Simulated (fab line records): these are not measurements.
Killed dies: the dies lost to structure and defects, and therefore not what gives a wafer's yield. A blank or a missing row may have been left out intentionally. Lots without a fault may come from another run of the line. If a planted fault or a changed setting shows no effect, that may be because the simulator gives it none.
Which tool did it? -- flow n5_finfet -- 12 lots, 36 wafers sampled, at 5 steps of a route of 1938

## WHAT THE GAUGES READ, wafer by wafer
The record holds no reading of a measuring or inspecting step that can be judged against a usual standard deviation.

## WHAT TOOL EACH LOT RAN ON (gives the tool, then ch and the chambers of the sampled wafers, and finally the start)
lot,N5_BEOL_M5_SURFACE_TREAT_87,N5_BEOL_M5_CVD_47,N5_BEOL_M5_ANNEAL_82,N5_BEOL_M5_ANNEAL_84,N5_PASSIVATION_PROBE_49
L273,"pvd_sputter-02, day 8 20:10","cvd_co-01 ch 0,1,2, day 8 20:14","pvd_sputter-03, day 8 21:40","pvd_sputter-03, day 8 22:46","prober-01, day 13 03:50"
L274,"pvd_sputter-03, day 9 09:34","cvd_co-02 ch 0,2, day 9 09:52","pvd_sputter-01, day 9 11:11","pvd_sputter-01, day 9 12:17","prober-01, day 13 05:48"
L275,"pvd_sputter-02, day 9 16:57","cvd_co-02 ch 1,2, day 9 17:01","pvd_sputter-02, day 9 18:24","pvd_sputter-02, day 9 19:29","prober-02, day 13 20:58"
L277,"pvd_sputter-01, day 9 23:48","cvd_co-01 ch 0,1, day 9 23:52","pvd_sputter-01, day 10 01:13","pvd_sputter-01, day 10 02:17","prober-01, day 14 06:28"
L278,"pvd_sputter-03, day 10 00:21","cvd_co-01 ch 1,2, day 10 00:30","pvd_sputter-03, day 10 01:49","pvd_sputter-03, day 10 02:54","prober-02, day 14 06:11"
L279,"pvd_sputter-01, day 10 05:25","cvd_co-01 ch 1,2, day 10 05:28","pvd_sputter-02, day 10 06:47","pvd_sputter-02, day 10 07:53","prober-02, day 14 08:07"
L280,"pvd_sputter-02, day 10 15:00","cvd_co-01 ch 0,1,2, day 10 15:04","pvd_sputter-02, day 10 16:25","pvd_sputter-02, day 10 17:29","prober-02, day 14 16:20"
L282,"pvd_sputter-02, day 11 02:22","cvd_co-02 ch 1,2, day 11 02:27","pvd_sputter-03, day 11 03:53","pvd_sputter-03, day 11 04:59","prober-01, day 15 10:13"
L283,"pvd_sputter-01, day 11 21:47","cvd_co-01 ch 0,1,2, day 11 21:55","pvd_sputter-02, day 11 23:23","pvd_sputter-02, day 12 00:29","prober-02, day 15 22:15"
L284,"pvd_sputter-03, day 12 02:30","cvd_co-02 ch 0,1, day 12 02:34","pvd_sputter-02, day 12 03:59","pvd_sputter-02, day 12 05:04","prober-01, day 16 07:02"
L287,"pvd_sputter-02, day 12 14:47","cvd_co-01 ch 0,1,2, day 12 14:52","pvd_sputter-01, day 12 16:16","pvd_sputter-01, day 12 17:21","prober-01, day 16 18:22"
L289,"pvd_sputter-01, day 13 00:37","cvd_co-01 ch 0,1,2, day 13 00:41","pvd_sputter-01, day 13 02:08","pvd_sputter-01, day 13 03:13","prober-01, day 17 18:13"
- N5_BEOL_M5_SURFACE_TREAT_87
- N5_BEOL_M5_CVD_47: deposits Co from CCTBA/H2, target thk 3 nm, time 216 s.
- N5_BEOL_M5_ANNEAL_82: time 1800 s.
- N5_BEOL_M5_ANNEAL_84: time 1800 s.
- N5_PASSIVATION_PROBE_49

## WHAT THE TOOLS THEMSELVES READ (means of the sampled wafers that have a number; where no wafer has one, the mark that the record gives instead)
N5_BEOL_M5_CVD_47. Usual: 238.7 s for run_length_s, sd 0.59.
lot,tool,run_length_s (s),flag
L273,cvd_co-01,238.4,
L274,cvd_co-02,238.8,
L275,cvd_co-02,239.4,
L277,cvd_co-01,238.4,
L278,cvd_co-01,238.6,
L279,cvd_co-01,238.7,
L280,cvd_co-01,238.6,
L282,cvd_co-02,239.4,
L283,cvd_co-01,238.8,
L284,cvd_co-02,238.5,
L287,cvd_co-01,305.0,OFF
L289,cvd_co-01,271.6,OFF

N5_BEOL_M5_ANNEAL_82. Usual: 815 W for heater_power_w, sd 100.
lot,tool,heater_power_w (W),flag
L273,pvd_sputter-03,857,
L274,pvd_sputter-01,759,
L275,pvd_sputter-02,802,
L277,pvd_sputter-01,829,
L278,pvd_sputter-03,875,
L279,pvd_sputter-02,806,
L280,pvd_sputter-02,846,
L282,pvd_sputter-03,904,
L283,pvd_sputter-02,860,
L284,pvd_sputter-02,790,
L287,pvd_sputter-01,860,
L289,pvd_sputter-01,755,

N5_BEOL_M5_ANNEAL_84. Usual: 814 W for heater_power_w, sd 100.
lot,tool,heater_power_w (W),flag
L273,pvd_sputter-03,865,
L274,pvd_sputter-01,745,
L275,pvd_sputter-02,784,
L277,pvd_sputter-01,808,
L278,pvd_sputter-03,866,
L279,pvd_sputter-02,810,
L280,pvd_sputter-02,830,
L282,pvd_sputter-03,880,
L283,pvd_sputter-02,866,
L284,pvd_sputter-02,799,
L287,pvd_sputter-01,865,
L289,pvd_sputter-01,763,

N5_PASSIVATION_PROBE_49. Usual: defect_limited_yield 91.2 %, standard deviation 1.5; killed_at_M0_to_M3 32, standard deviation 9.6; killed_at_M4_up 13, standard deviation 5.3; killed_at_contacts 13, standard deviation 6.7; killed_at_front_end 42, standard deviation 11; killed_at_other 3.8, standard deviation 2.9; killed_dies 103, standard deviation 17; killed_on_rim 14, standard deviation 4.4; killed_open 67, standard deviation 13; killed_short 35, standard deviation 7.9; sort_bin_5_function 5.2 %, standard deviation 0.94; sort_bin_6_memory 3.3 %, standard deviation 0.64; sort_n_pass 1077, standard deviation 17; sort_yield_pct 91.2 %, standard deviation 1.5.
lot,tool,defect_limited_yield (%),killed_at_M0_to_M3,killed_at_M4_up,killed_at_contacts,killed_at_front_end,killed_at_other,killed_dies,killed_on_rim,killed_open,killed_short,sort_bin_5_function (%),sort_bin_6_memory (%),sort_n_pass,sort_yield_pct (%),flag
L273,prober-01,91.5,34,10,9,45,2.3,100,10,62,37,5.2,3.0,1080,91.5,
L274,prober-01,90.4,29,16,12,54,2.3,114,14,79,35,6.1,3.4,1066,90.4,
L275,prober-02,91.4,23,22,8,45,3.0,101,16,70,29,4.9,3.4,1079,91.4,
L277,prober-01,93.6,21,10,11,32,2.3,76,8,50,25,3.7,2.6,1104,93.6,
L278,prober-02,89.7,36,18,14,53,1.0,122,22,85,37,6.2,3.9,1058,89.7,
L279,prober-02,90.5,35,17,17,38,4.7,113,15,72,38,5.9,3.3,1067,90.5,
L280,prober-02,91.9,26,12,16,38,4.3,96,12,66,29,4.7,3.1,1084,91.9,
L282,prober-01,91.2,28,10,8,49,8.3,104,12,71,32,5.3,3.3,1076,91.2,
L283,prober-02,92.0,42,9,5,35,4.3,95,15,58,35,4.8,2.9,1085,92.0,
L284,prober-01,93.0,18,13,13,33,5.7,83,11,55,28,4.1,2.8,1097,93.0,
L287,prober-01,88.9,46,15,10,51,8.3,130,19,87,43,6.1,4.3,1050,88.9,
L289,prober-01,92.0,27,14,13,34,5.3,94,11,59,33,4.7,2.9,1086,92.0,

## THE ANSWER, worked out from the rows above alone
Rule: a lot counts as off when the mean over its wafers that have a number is more than 3 standard deviations away from the usual mean. A lot without any number at a reading at which 4 lots or more have one is off too. All remaining lots with rows at the step are treated as sound. Order of review: gauges by route order, followed by the tools' own readings, for which a lot's mean as printed above is used. At the first step where some lot is off, the reading lying furthest off is the one used; lots without a number count as furthest.
Off, at N5_BEOL_M5_CVD_47 on run_length_s: L287, L289.
If a tool, at that step or one of the process steps before it, ran each lot that is off and ran no sound lot following the first of them, it fits. One candidate fits, namely cvd_co-01 at N5_BEOL_M5_CVD_47. A fault onset in the window from L283 (day 11 21:55, its last sound lot) to L287 (day 12 14:52, its first lot off) fits.
On the lots that are off, the tool's own readings at N5_BEOL_M5_CVD_47 differ by more than 5 times the standard deviation of the sound lots' means, which bears it out; run_length_s reads 288.3 s there versus 238.8 s on the sound lots.

## WHAT THE SIMULATOR HAD PUT IN
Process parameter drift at N5_BEOL_M5_CVD_47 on cvd_co-01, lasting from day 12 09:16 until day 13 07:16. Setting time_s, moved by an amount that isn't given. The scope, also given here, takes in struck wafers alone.
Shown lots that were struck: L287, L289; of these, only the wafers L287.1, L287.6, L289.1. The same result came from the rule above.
